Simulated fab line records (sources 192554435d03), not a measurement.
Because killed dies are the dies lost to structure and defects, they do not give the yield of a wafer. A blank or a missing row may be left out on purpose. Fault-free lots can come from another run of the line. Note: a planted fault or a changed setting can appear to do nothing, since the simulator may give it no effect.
Matching of chambers / flow n5 finfet / N5_BEOL_M5_STRIP_36 on rie diel-02: 4 sister chambers
The step strips in N2/H2. 4 wafers are shown with their chamber, then 9 later ones without.

## WAFERS WITH THEIR CHAMBER
wafer=L077.4; chamber=1; showerhead plenum p Torr (Torr)=2.67
wafer=L081.2; chamber=0; showerhead plenum p Torr (Torr)=2.47
wafer=L081.3; chamber=3; showerhead plenum p Torr (Torr)=2.40
wafer=L081.4; chamber=2; showerhead plenum p Torr (Torr)=2.50

## WAFERS MISSING THEIR CHAMBER
wafer=L087.1; showerhead plenum p Torr (Torr)=2.46
wafer=L087.2; showerhead plenum p Torr (Torr)=2.39
wafer=L087.4; showerhead plenum p Torr (Torr)=2.66
wafer=L086.2; showerhead plenum p Torr (Torr)=2.49
wafer=L086.4; showerhead plenum p Torr (Torr)=2.66
wafer=L086.6; showerhead plenum p Torr (Torr)=2.46
wafer=L096.2; showerhead plenum p Torr (Torr)=2.45
wafer=L096.3; showerhead plenum p Torr (Torr)=2.49
wafer=L096.4; showerhead plenum p Torr (Torr)=2.65

## THE CHAMBER EACH PASSED THROUGH
wafer=L087.1; from the rows above=0; in truth=0
wafer=L087.2; from the rows above=3; in truth=3
wafer=L087.4; from the rows above=1; in truth=1
wafer=L086.2; from the rows above=can't be placed: 2 or 0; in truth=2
wafer=L086.4; from the rows above=1; in truth=1
wafer=L086.6; from the rows above=0; in truth=0
wafer=L096.2; from the rows above=0; in truth=0
wafer=L096.3; from the rows above=can't be placed: 2 or 0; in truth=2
wafer=L096.4; from the rows above=1; in truth=1
Correct placement for 7 of the 9. Cannot be placed on the basis of these rows: 2; the candidates contain the true chamber in 2. Placed wrongly: 0.
How it was worked out, from the rows above alone: a wafer's distance from a chamber is the root of the sum, over the readings, of the square of ((its reading less the chamber's mean) divided by the reading's scatter). If the next closest chamber is less than 2 further off than the closest, the wafer can't be placed; otherwise it belongs to the closest. A chamber's mean is the mean of its shown wafers. The scatter (one wafer shown for each chamber): square how far every hidden wafer sits from the nearest shown wafer, average those squares and take the square root.
